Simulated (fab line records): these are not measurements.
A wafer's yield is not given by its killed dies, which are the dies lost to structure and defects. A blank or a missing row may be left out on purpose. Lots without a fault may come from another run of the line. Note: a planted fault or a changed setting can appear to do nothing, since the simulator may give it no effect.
Chamber matching + flow n5Finfet + N5_HKMG_FIN_ALD_74 on aldHk-03: 4 sister chambers
The step deposits La2O3, target thk 0.5 nm, pulse time 6 s, co reactant pulse time 1 s. 4 wafers are shown with their chamber, then 8 later ones without.

== WAFERS, EACH WITH ITS CHAMBER ==
| wafer  | chamber | heaterPowerW (W) |
|--------|---------|------------------|
| L081.1 | 1       | 407              |
| L084.5 | 0       | 352              |
| L087.6 | 3       | 285              |
| L093.1 | 2       | 361              |

== WAFERS WITH NO CHAMBER GIVEN ==
| wafer  | heaterPowerW (W) |
|--------|------------------|
| L093.3 | 291              |
| L093.6 | 286              |
| L094.1 | 410              |
| L094.3 | 362              |
| L094.4 | 286              |
| L097.2 | 295              |
| L097.3 | 369              |
| L097.6 | 292              |

== THE CHAMBER EACH PASSED THROUGH ==
| wafer  | from the rows above     | in truth |
|--------|-------------------------|----------|
| L093.3 | 3                       | 3        |
| L093.6 | 3                       | 3        |
| L094.1 | 1                       | 1        |
| L094.3 | can't be placed: 2 or 0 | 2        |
| L094.4 | 3                       | 3        |
| L097.2 | 3                       | 3        |
| L097.3 | can't be placed: 2 or 0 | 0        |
| L097.6 | 3                       | 3        |
Correctly placed: 6 of 8. These rows do not allow placing 2 (true chamber among the candidates in 2). Number placed wrongly: 0.
How it was worked out, from the rows above alone: a wafer's distance from a chamber is the root of the sum, over the readings, of the square of ((its reading less the chamber's mean) divided by the reading's scatter). The wafer belongs to the nearest chamber; if the next one is less than 2 further off, it can't be placed. Each chamber's mean is taken over the wafers shown for it. The scatter: root of mean squared gap, hidden wafer to nearest shown wafer, with one shown wafer a chamber.
